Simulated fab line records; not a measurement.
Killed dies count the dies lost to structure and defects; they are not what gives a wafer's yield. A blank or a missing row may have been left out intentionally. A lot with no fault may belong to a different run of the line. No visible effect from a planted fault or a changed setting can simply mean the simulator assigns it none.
fab line records | flow n5-finfet
record lots=10 | wafers=30 | last-day=18
route steps=1938 shown BEOL_M15@1783 PASSIVATION@1936
lots with no fault: from the same line, run without faults
start-h: the number of hours between the record's first day and the start of the first shown wafer of the lot | wait-h: hours from the lot's prior step to this one | " repeats the value in the row above | L1.1+2: a single row standing in for several wafers | - no value, or no start given | * or withheld: withheld | < > ~ a bound
route shown NAME@n: NAME is a module with steps in the file, n the number in the route of the first one | usual: mean and standard deviation over wafers with no fault | same: alike in all rows | chamber/n: place in a boat | sites: readings site by site | _std_site: how widely they spread, as a standard deviation | _edge_site: inner sites' mean taken away from outer sites' mean | radius-mm: how far each site lies from the wafer's centre | mask NAME#n: copy n | behind: the last tool/chamber to shape the wafer | hold: the reason the lot was held/the length of the hold in hours/how it ended | device: which transistor (n, p or np) failed to switch | end of line: at the end of the route, the tests of the same wafers | a step given without rows: its recipe and nothing more | killed: the dies lost at the first sort to structure and to defects; this is not the yield of the wafer | map: a wafer's dies, marking killed ones x, the rest . and places with no die _
set.NAME: the setting that was run; set.NAME@STEP: the one run at that earlier step | model.NAME: the simulator's own value behind a step, which no gauge read
the route's steps for a sample of lots (tables are steps, rows are wafers)
services: the hour from which a tool's chamber was out of use, counted from the record's first day as start-h (under 0 if before that day), plus the number of hours and why
## steps
# step N5_BEOL_M15_CD_MEAS_10
# recipe target-cd-nm=360 | landing-energy-ev=500 | detector=se-inlens | polarity=opening
# usual cd-nm=359.9/1.5
lot.wafer | tool      | chamber | start-h | wait-h | cd-nm
L119.1    | cd-sem-01 | 0       | 255.44  | -      | 362.0
L119.4    | "         | 0       | "       | "      | 359.4
L119.6    | "         | 0       | "       | "      | 359.4
L121.3    | cd-sem-02 | 0       | 263.08  | -      | 361.5
L121.4    | "         | 0       | "       | "      | 360.7
L121.6    | "         | 0       | "       | "      | 359.4
L122.3    | cd-sem-03 | 0       | 268.14  | -      | 359.0
L122.4    | "         | 0       | "       | "      | 361.9
L122.6    | "         | 0       | "       | "      | 358.8
L123.2    | cd-sem-03 | 0       | 281.36  | -      | 359.8
L123.4    | "         | 0       | "       | "      | 359.5
L123.6    | "         | 0       | "       | "      | 358.4
L125.1    | cd-sem-01 | 0       | 316.38  | -      | 358.6
L125.3    | "         | 0       | "       | "      | 359.3
L125.6    | "         | 0       | "       | "      | 357.6
L131.1    | cd-sem-01 | 0       | 349.95  | -      | 360.3
L131.3    | "         | 0       | "       | "      | 360.6
L131.5    | "         | 0       | "       | "      | 361.8
L136.1    | cd-sem-02 | 0       | 372.25  | -      | 357.3
L136.2    | "         | 0       | "       | "      | 358.0
L136.3    | "         | 0       | "       | "      | 358.9
L133.2    | cd-sem-02 | 0       | 372.69  | -      | 356.6
L133.5    | "         | 0       | "       | "      | 360.2
L133.6    | "         | 0       | "       | "      | 361.2
L135.1    | cd-sem-01 | 0       | 385.85  | -      | 362.2
L135.3    | "         | 0       | "       | "      | 361.4
L135.5    | "         | 0       | "       | "      | 362.5
L142.1    | cd-sem-01 | 0       | 411.16  | -      | 358.7
L142.5    | "         | 0       | "       | "      | 358.7
L142.6    | "         | 0       | "       | "      | 359.3
# step N5_BEOL_M15_VIA_ETCH_16
# recipe chemistry=C4F8/O2/Ar | target=SiO2 | he-inner-torr=15 | he-outer-torr=30 | target-depth-a=17922 | time-s=withheld | ion-energy-ev=800 | pressure-mtorr=20 | source-w=1905 | bias-w=2040 | Ar_flow_sccm=400 | C4F8_flow_sccm=16 | O2_flow_sccm=12 | ends=cleared
# usual chamber-pressure-mTorr=20.000/0.018 | drypump-motor-current-A=5.9/0.69 | oes-product-au=0.67/0.051 | rf-vpp-V=2216/45 | showerhead-plenum-p-Torr=3.39/0.088 | throttle-valve-pct=30.73/0.2
lot.wafer | tool        | chamber | start-h | wait-h | chamber-pressure-mTorr | drypump-motor-current-A | oes-product-au | rf-vpp-V | showerhead-plenum-p-Torr | throttle-valve-pct
L119.1    | rie-diel-01 | 3       | 255.62  | 0.0    | 19.998                 | 6.4                     | 0.76           | 2178     | 3.37                     | 30.94
L119.4    | "           | 0       | "       | "      | 19.976                 | 5.6                     | 0.70           | 2222     | 3.47                     | 31.03
L119.6    | "           | 2       | "       | "      | 19.992                 | 5.2                     | 0.64           | 2248     | 3.43                     | 30.62
L121.3    | rie-diel-04 | 3       | 263.26  | 0.0    | 20.014                 | 6.7                     | 0.72           | 2279     | 3.34                     | 30.79
L121.4    | "           | 0       | "       | "      | 20.005                 | 5.4                     | 0.63           | 2278     | 3.52                     | 30.49
L121.6    | "           | 0       | "       | "      | 19.992                 | 5.4                     | 0.63           | 2276     | 3.52                     | 30.49
L122.3    | rie-diel-01 | 3       | 268.31  | 0.0    | 19.999                 | 6.5                     | 0.75           | 2179     | 3.37                     | 30.91
L122.4    | "           | 2       | "       | "      | 19.992                 | 5.2                     | 0.63           | 2247     | 3.43                     | 30.62
L122.6    | "           | 3       | "       | "      | 19.984                 | 6.4                     | 0.75           | 2177     | 3.37                     | 30.94
L123.2    | rie-diel-01 | 3       | 281.54  | 0.0    | 19.981                 | 6.4                     | 0.75           | 2177     | 3.37                     | 30.93
L123.4    | "           | 1       | "       | "      | 20.015                 | 4.9                     | 0.61           | 2241     | 3.27                     | 30.83
L123.6    | "           | 2       | "       | "      | 20.014                 | 5.2                     | 0.62           | 2245     | 3.43                     | 30.61
L125.1    | rie-diel-01 | 0       | 316.55  | 0.0    | 19.995                 | 5.6                     | 0.69           | 2222     | 3.46                     | 31.05
L125.3    | "           | 2       | "       | "      | 20.013                 | 5.2                     | 0.62           | 2247     | 3.42                     | 30.60
L125.6    | "           | 2       | "       | "      | 19.996                 | 5.2                     | 0.61           | 2246     | 3.42                     | 30.61
L131.1    | rie-diel-01 | 3       | 350.12  | 0.0    | 19.981                 | 6.4                     | 0.73           | 2178     | 3.36                     | 30.96
L131.3    | "           | 2       | "       | "      | 20.037                 | 5.2                     | 0.61           | 2245     | 3.42                     | 30.63
L131.5    | "           | 0       | "       | "      | 19.963                 | 5.6                     | 0.69           | 2221     | 3.45                     | 31.04
L136.1    | rie-diel-01 | 3       | 372.43  | 0.0    | 19.979                 | 6.4                     | 0.73           | 2179     | 3.35                     | 30.95
L136.2    | "           | 2       | "       | "      | 19.991                 | 5.2                     | 0.61           | 2245     | 3.42                     | 30.65
L136.3    | "           | 0       | "       | "      | 20.005                 | 5.6                     | 0.68           | 2221     | 3.45                     | 31.06
L133.2    | rie-diel-03 | 2       | 372.92  | 0.0    | 20.001                 | 6.6                     | 0.64           | 2130     | 3.26                     | 30.84
L133.5    | "           | 2       | "       | "      | 19.997                 | 6.6                     | 0.64           | 2131     | 3.26                     | 30.85
L133.6    | "           | 1       | "       | "      | 19.965                 | 5.3                     | 0.71           | 2185     | 3.46                     | 30.32
L135.1    | rie-diel-01 | 2       | 386.36  | 0.1    | 19.993                 | 5.2                     | 0.61           | 2244     | 3.41                     | 30.65
L135.3    | "           | 2       | "       | "      | 20.005                 | 5.2                     | 0.61           | 2245     | 3.41                     | 30.64
L135.5    | "           | 2       | "       | "      | 20.018                 | 5.2                     | 0.61           | 2244     | 3.41                     | 30.65
L142.1    | rie-diel-03 | 0       | 411.38  | 0.1    | 19.983                 | 6.4                     | 0.65           | 2211     | 3.40                     | 30.54
L142.5    | "           | 0       | "       | "      | 20.029                 | 6.4                     | 0.66           | 2210     | 3.40                     | 30.51
L142.6    | "           | 2       | "       | "      | 20.008                 | 6.6                     | 0.63           | 2129     | 3.26                     | 30.85
# step N5_BEOL_M15_ETCH_57
# recipe chemistry=N2/H2 | target=SOC | source-w=3000 | bias-w=350 | time-s=750 | ion-energy-ev=200 | pressure-mtorr=30 | n2-flow-sccm=200 | h2-flow-sccm=200
# usual chamber-pressure-mTorr=30.003/0.024 | drypump-motor-current-A=5.8/0.76 | oes-product-au=0.76/0.062 | rf-vpp-V=523.4/2.2 | showerhead-plenum-p-Torr=2.52/0.081 | throttle-valve-pct=17.68/0.2
lot.wafer | tool        | chamber | start-h | wait-h | chamber-pressure-mTorr | drypump-motor-current-A | oes-product-au | rf-hours-counter-h | rf-vpp-V | showerhead-plenum-p-Torr | throttle-valve-pct
L119.1    | rie-diel-03 | 0       | 256.13  | -      | 30.002                 | 6.4                     | 0.79           | 109                | 524.7    | 2.56                     | 17.64
L119.4    | "           | 2       | "       | "      | 29.989                 | 6.6                     | 0.74           | -                  | 520.0    | 2.41                     | 17.88
L119.6    | "           | 1       | "       | "      | 30.001                 | 5.3                     | 0.83           | -                  | 523.3    | 2.57                     | 17.22
L121.3    | rie-diel-04 | 1       | 263.77  | -      | 30.026                 | 4.7                     | 0.72           | 182                | 526.3    | 2.65                     | 17.80
L121.4    | "           | 0       | "       | "      | 29.996                 | 5.4                     | 0.70           | 212                | 525.1    | 2.63                     | 17.75
L121.6    | "           | 3       | "       | "      | 30.057                 | 6.7                     | 0.81           | -                  | 522.1    | 2.46                     | 17.71
L122.3    | rie-diel-03 | 3       | 268.82  | -      | 29.994                 | 6.5                     | 0.71           | 224                | 524.0    | 2.52                     | 17.95
L122.4    | "           | 1       | "       | "      | 30.022                 | 5.4                     | 0.82           | 69                 | 526.7    | 2.57                     | 17.21
L122.6    | "           | 0       | "       | "      | 29.958                 | 6.4                     | 0.79           | -                  | 525.0    | 2.56                     | 17.66
L123.2    | rie-diel-04 | 1       | 282.16  | -      | 30.017                 | 4.7                     | 0.72           | 188                | 526.2    | 2.65                     | 17.79
L123.4    | "           | 3       | "       | "      | 29.973                 | 6.8                     | 0.81           | 91                 | 522.3    | 2.46                     | 17.73
L123.6    | "           | 1       | "       | "      | 30.018                 | 4.7                     | 0.72           | -                  | 526.6    | 2.65                     | 17.80
L125.1    | rie-diel-01 | 3       | 317.06  | -      | 30.031                 | 6.4                     | 0.82           | 75                 | 521.8    | 2.48                     | 17.72
L125.3    | "           | 1       | "       | "      | 30.007                 | 4.9                     | 0.68           | 234                | 520.8    | 2.39                     | 17.92
L125.6    | "           | 1       | "       | "      | 29.969                 | 4.9                     | 0.68           | -                  | 518.7    | 2.39                     | 17.89
L131.1    | rie-diel-01 | 1       | 350.63  | -      | 29.991                 | 4.9                     | 0.68           | 244                | 520.2    | 2.39                     | 17.93
L131.3    | "           | 2       | "       | "      | 30.024                 | 5.2                     | 0.68           | 211                | 524.5    | 2.52                     | 17.59
L131.5    | "           | 1       | "       | "      | 30.031                 | 4.9                     | 0.67           | -                  | 520.2    | 2.39                     | 17.91
L136.1    | rie-diel-04 | 1       | 373.04  | -      | 30.016                 | 4.7                     | 0.71           | 210                | 526.2    | 2.64                     | 17.83
L136.2    | "           | 2       | "       | "      | 29.967                 | 6.5                     | 0.81           | 75                 | 521.2    | 2.45                     | 17.36
L136.3    | "           | 3       | "       | "      | 30.006                 | 6.7                     | 0.78           | 115                | 521.7    | 2.45                     | 17.78
L133.2    | rie-diel-01 | 0       | 373.49  | -      | 30.027                 | 5.6                     | 0.75           | 173                | 523.9    | 2.54                     | 17.80
L133.5    | "           | 0       | "       | "      | 30.011                 | 5.6                     | 0.75           | -                  | 524.1    | 2.54                     | 17.81
L133.6    | "           | 2       | "       | "      | 29.995                 | 5.2                     | 0.67           | -                  | 522.0    | 2.51                     | 17.60
L135.1    | rie-diel-04 | 0       | 387.40  | -      | 29.978                 | 5.4                     | 0.68           | 245                | 525.6    | 2.62                     | 17.82
L135.3    | "           | 2       | "       | "      | 29.994                 | 6.5                     | 0.80           | 80                 | 522.9    | 2.45                     | 17.38
L135.5    | "           | 2       | "       | "      | 30.009                 | 6.5                     | 0.81           | -                  | 522.9    | 2.45                     | 17.37
L142.1    | rie-diel-01 | 1       | 412.06  | -      | 29.973                 | 4.9                     | 0.95           | 6                  | 528.8    | 2.70                     | 17.55
L142.5    | "           | 2       | "       | "      | 29.983                 | 5.2                     | 0.67           | -                  | 524.7    | 2.51                     | 17.64
L142.6    | "           | 3       | "       | "      | 30.026                 | 6.4                     | 0.78           | -                  | 519.3    | 2.46                     | 17.79
# step N5_BEOL_M15_OVL_MEAS_29
# recipe points-per-wafer=44
# usual M15_OVL=1/6
lot.wafer | tool       | chamber | start-h | wait-h | M15_OVL[nm]
L119.1    | overlay-01 | 0       | 256.93  | 0.0    | 0
L119.4    | "          | 0       | "       | "      | -3
L119.6    | "          | 0       | "       | "      | -2
L121.3    | overlay-02 | 0       | 264.70  | 0.0    | 1
L121.4    | "          | 0       | "       | "      | 7
L121.6    | "          | 0       | "       | "      | -1
L122.3    | overlay-02 | 0       | 269.75  | 0.0    | 6
L122.4    | "          | 0       | "       | "      | -2
L122.6    | "          | 0       | "       | "      | -4
L123.2    | overlay-02 | 0       | 283.09  | 0.0    | 1
L123.4    | "          | 0       | "       | "      | 6
L123.6    | "          | 0       | "       | "      | 7
L125.1    | overlay-01 | 0       | 317.87  | 0.0    | 8
L125.3    | "          | 0       | "       | "      | 15
L125.6    | "          | 0       | "       | "      | 7
L131.1    | overlay-02 | 0       | 351.56  | 0.0    | 2
L131.3    | "          | 0       | "       | "      | -1
L131.5    | "          | 0       | "       | "      | 1
L136.1    | overlay-01 | 0       | 373.97  | 0.0    | -2
L136.2    | "          | 0       | "       | "      | -4
L136.3    | "          | 0       | "       | "      | -13
L133.2    | overlay-01 | 0       | 374.42  | 0.0    | 4
L133.5    | "          | 0       | "       | "      | 6
L133.6    | "          | 0       | "       | "      | 4
L135.1    | overlay-02 | 0       | 388.21  | 0.0    | -4
L135.3    | "          | 0       | "       | "      | -7
L135.5    | "          | 0       | "       | "      | 0
L142.1    | overlay-02 | 0       | 412.99  | 0.0    | -6
L142.5    | "          | 0       | "       | "      | -2
L142.6    | "          | 0       | "       | "      | 0
# step N5_BEOL_M15_INSPECT_30
# recipe mode=adi | inspect-instrument=macro
# usual raw-defect-count=1.8/1.4
lot.wafer | tool              | chamber | start-h | wait-h | raw-defect-count
L119.1    | defect-inspect-01 | -       | 256.96  | 0.0    | 2
L119.4    | "                 | -       | "       | "      | 3
L119.6    | "                 | -       | "       | "      | 2
L121.3    | defect-inspect-01 | -       | 264.72  | 0.0    | 3
L121.4    | "                 | -       | "       | "      | 2
L121.6    | "                 | -       | "       | "      | 0
L122.3    | defect-inspect-01 | -       | 269.78  | 0.0    | 2
L122.4    | "                 | -       | "       | "      | 1
L122.6    | "                 | -       | "       | "      | 0
L123.2    | defect-inspect-01 | -       | 283.11  | 0.0    | 1
L123.4    | "                 | -       | "       | "      | 2
L123.6    | "                 | -       | "       | "      | 1
L125.1    | defect-inspect-01 | -       | 317.89  | 0.0    | 1
L125.3    | "                 | -       | "       | "      | 1
L125.6    | "                 | -       | "       | "      | 0
L131.1    | defect-inspect-02 | -       | 351.59  | 0.0    | 1
L131.3    | "                 | -       | "       | "      | 5
L131.5    | "                 | -       | "       | "      | 4
L136.1    | defect-inspect-01 | -       | 373.99  | 0.0    | >300
L136.2    | "                 | -       | "       | "      | >300
L136.3    | "                 | -       | "       | "      | >300
L133.2    | defect-inspect-02 | -       | 374.45  | 0.0    | 2
L133.5    | "                 | -       | "       | "      | 0
L133.6    | "                 | -       | "       | "      | 1
L135.1    | defect-inspect-02 | -       | 388.23  | 0.0    | >300
L135.3    | "                 | -       | "       | "      | >300
L135.5    | "                 | -       | "       | "      | >300
L142.1    | defect-inspect-02 | -       | 413.01  | 0.0    | 3
L142.5    | "                 | -       | "       | "      | 3
L142.6    | "                 | -       | "       | "      | 3
# step N5_PASSIVATION_PROBE_49
# usual defect-limited-yield=91.4/1.5 | killed_at_M0_to_M3=33/11 | killed_at_M4_up=14/5.3 | killed-at-contacts=13/6.2 | killed-at-front-end=39/13 | killed-at-other=3.1/2.8 | killed-dies=102/17 | killed-on-rim=13/3.8 | killed-open=68/13 | killed-short=32/7.8 | sort_bin_5_function=5.1/0.95 | sort_bin_6_memory=3.2/0.7 | sort_bin_8_speed=0.02/0.16 | sort-n-pass=1078/18 | sort-yield-pct=91.3/1.5
# same gross-dies=1180 | killed-at-back-side=0 | sort_bin_4_leakage[%]=0
lot.wafer | tool      | chamber | start-h | wait-h | defect-limited-yield[%] | killed_at_M0_to_M3 | killed_at_M4_up | killed-at-contacts | killed-at-front-end | killed-at-other | killed-dies | killed-on-rim | killed-open | killed-short | sort_bin_5_function[%] | sort_bin_6_memory[%] | sort_bin_8_speed[%] | sort-n-pass | sort-yield-pct[%]
L133.2    | prober-02 | -       | 393.16  | 0.1    | 91.4                    | 22                 | 11              | 8                  | 56                  | 5               | 102         | 12            | 76          | 24           | 5.3                    | 3.0                  | 0                   | 1078        | 91.4
L133.5    | prober-02 | -       | 393.31  | 0.2    | 89.6                    | 39                 | 12              | 7                  | 61                  | 4               | 123         | 12            | 79          | 40           | 5.9                    | 4.2                  | 0                   | 1057        | 89.6
L133.6    | prober-02 | -       | 393.36  | 0.3    | 87.6                    | 41                 | 18              | 9                  | 74                  | 4               | 146         | 19            | 87          | 56           | 6.7                    | 4.7                  | 0                   | 1034        | 87.6
L136.1    | prober-01 | -       | 394.61  | 0.0    | 83.5                    | 36                 | 88              | 16                 | 54                  | 1               | 195         | 26            | 75          | 39           | 10.6                   | 3.8                  | 0                   | 985         | 83.5
L136.2    | prober-01 | -       | 394.66  | 0.1    | 86.1                    | 25                 | 77              | 14                 | 46                  | 2               | 164         | 27            | 70          | 37           | 8.1                    | 3.6                  | 0                   | 1016        | 86.1
L136.3    | prober-01 | -       | 394.71  | 0.1    | 84.7                    | 21                 | 95              | 9                  | 51                  | 5               | 181         | 28            | 67          | 32           | 8.8                    | 4.2                  | 0                   | 999         | 84.7
L135.1    | prober-01 | -       | 409.83  | 0.0    | 81.5                    | 23                 | 142             | 19                 | 31                  | 3               | 218         | 11            | 67          | 25           | 11.8                   | 4.0                  | 0                   | 962         | 81.5
L135.3    | prober-01 | -       | 409.93  | 0.1    | 88.1                    | 39                 | 61              | 22                 | 17                  | 2               | 141         | 27            | 65          | 22           | 7.5                    | 2.7                  | 0                   | 1039        | 88.1
L135.5    | prober-01 | -       | 410.03  | 0.2    | 87.5                    | 32                 | 75              | 13                 | 24                  | 3               | 147         | 33            | 54          | 34           | 6.8                    | 3.6                  | 0                   | 1033        | 87.5
# killed by level:class
L133.2 STI_FIN_REVEAL:geometric-particle:open=19 FIN_SAQP:geometric-particle:open=15 FIN_SAQP:geometric-particle:short=8 BEOL_M3:geometric-particle:open=7 MOL_CONTACT_COAG:geometric-particle:open=6 BEOL_M2:geometric-particle:open=5 BEOL_M1:geometric-particle:open=5 GATE_CUT:geometric-particle:short=3
L133.5 FIN_SAQP:geometric-particle:open=18 FIN_SAQP:geometric-particle:short=13 STI_FIN_REVEAL:geometric-particle:open=11 BEOL_M0:geometric-particle:open=9 MOL_CONTACT_COAG:geometric-particle:open=6 BEOL_M0_SAQP:geometric-particle:short=6 BEOL_M0_SAQP:geometric-particle:open=6 STI_FIN_REVEAL:geometric-particle:short=4
L133.6 STI_FIN_REVEAL:geometric-particle:open=25 BEOL_M3:geometric-particle:open=13 BEOL_M0_SAQP:geometric-particle:open=9 BEOL_M0_SAQP:geometric-particle:short=9 STI_FIN_REVEAL:geometric-particle:short=7 GATE_CUT:geometric-particle:short=7 DUMMY_GATE:geometric-particle:open=6 MOL_CONTACT_COAG:geometric-particle:open=6
L136.1 BEOL_M15:unspecified=80 FIN_SAQP:geometric-particle:open=15 MOL_CONTACT_COAG:geometric-particle:open=13 BEOL_M0_SAQP:geometric-particle:open=10 BEOL_M0:geometric-particle:open=10 STI_FIN_REVEAL:geometric-particle:open=7 GATE_CUT:geometric-particle:short=7 FIN_SAQP:geometric-particle:short=6
L136.2 BEOL_M15:unspecified=57 MOL_CONTACT_COAG:geometric-particle:open=11 BEOL_M0_SAQP:geometric-particle:short=11 BEOL_M4:geometric-particle:open=9 FIN_SAQP:geometric-particle:open=8 BEOL_M0_SAQP:geometric-particle:open=8 GATE_CUT:geometric-particle:short=7 DUMMY_GATE:geometric-particle:open=6
L136.3 BEOL_M15:unspecified=81 FIN_SAQP:geometric-particle:open=16 BEOL_M0_SAQP:geometric-particle:short=9 BEOL_M4:geometric-particle:open=9 MOL_CONTACT_COAG:geometric-particle:open=8 FIN_SAQP:geometric-particle:short=7 GATE_CUT:geometric-particle:open=6 STI_FIN_REVEAL:geometric-particle:open=5
L135.1 BEOL_M15:unspecified=126 MOL_CONTACT_COAG:geometric-particle:open=18 BEOL_M4:geometric-particle:open=9 STI_FIN_REVEAL:geometric-particle:open=7 BEOL_M2:geometric-particle:open=6 FIN_SAQP:geometric-particle:open=5 BEOL_M0_SAQP:geometric-particle:short=5 DUMMY_GATE:geometric-particle:open=5
L135.3 BEOL_M15:unspecified=54 MOL_CONTACT_COAG:geometric-particle:open=19 BEOL_M1:geometric-particle:open=10 BEOL_M0_SAQP:geometric-particle:open=8 BEOL_M2:geometric-particle:open=6 BEOL_M3:geometric-particle:open=5 BEOL_M3:geometric-particle:short=4 FIN_SAQP:geometric-particle:short=3
L135.5 BEOL_M15:unspecified=59 BEOL_M0_SAQP:geometric-particle:short=11 MOL_CONTACT_COAG:geometric-particle:open=10 STI_FIN_REVEAL:geometric-particle:open=6 BEOL_M8:geometric-particle:open=6 BEOL_M3:geometric-particle:open=5 BEOL_M0_SAQP:geometric-particle:open=4 FIN_SAQP:geometric-particle:open=3
## services
tool        | chamber | start-h | hours | kind
rie-diel-01 | 3       | 233.71  | 4.6   | repair
rie-diel-03 | -       | 247.81  | 0.9   | repair
rie-diel-03 | 1       | 292.57  | 11.4  | repair
rie-diel-04 | -       | 307.34  | 1.1   | repair
rie-diel-03 | 3       | 329.30  | 4.3   | repair
rie-diel-04 | 3       | 332.64  | 7.5   | repair
rie-diel-04 | 0       | 334.08  | 6.7   | repair
rie-diel-03 | 3       | 348.00  | 1.3   | repair
rie-diel-03 | 3       | 361.07  | -     | clean
rie-diel-03 | 3       | 361.07  | -     | consumable-replace:focus-ring
rie-diel-03 | 3       | 361.07  | 29.4  | scheduled-down
rie-diel-03 | 3       | 361.07  | 29.4  | vent-cycle
rie-diel-01 | 1       | 372.75  | -     | clean
rie-diel-01 | 1       | 372.75  | -     | consumable-replace:focus-ring
rie-diel-01 | 1       | 372.75  | -     | consumable-replace:showerhead
rie-diel-01 | 1       | 372.75  | 22.7  | scheduled-down
rie-diel-01 | 1       | 372.75  | 22.7  | vent-cycle
rie-diel-01 | 3       | 380.65  | 7.9   | repair
rie-diel-03 | -       | 390.96  | 14.6  | pm
rie-diel-01 | 2       | 399.94  | 1.9   | repair
rie-diel-04 | 0       | 401.11  | -     | clean
rie-diel-04 | 0       | 401.11  | -     | consumable-replace:focus-ring
rie-diel-04 | 0       | 401.11  | 15.6  | scheduled-down
rie-diel-04 | 0       | 401.11  | 15.6  | vent-cycle
## key
first-sign step=N5_BEOL_M15_INSPECT_30 | reading=raw-defect-count | direction=up | sigmas=99+ | usual=1.8 | struck=>300
effect step=N5_PASSIVATION_PROBE_49 | reading=killed_at_M4_up | direction=up | sigmas=14 | usual=14 | struck=90
more-kills-born-at N5_BEOL_M15_ETCH_57@rie-diel-04=457
met-at N5_BEOL_M15_ETCH_57
struck-lots L135,L136
not-acting-at N5_BEOL_M15_CD_MEAS_10,N5_BEOL_M15_VIA_ETCH_16,N5_BEOL_M15_OVL_MEAS_29
onset-between 282.16 373.04
fault kind=chamber-particle-source | tool=rie-diel-04 | chamber=- | onset-h=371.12 | steps=N5_BEOL_M15_ETCH_57 | rate-per-visit-cm2=1.1226 | end-h=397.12
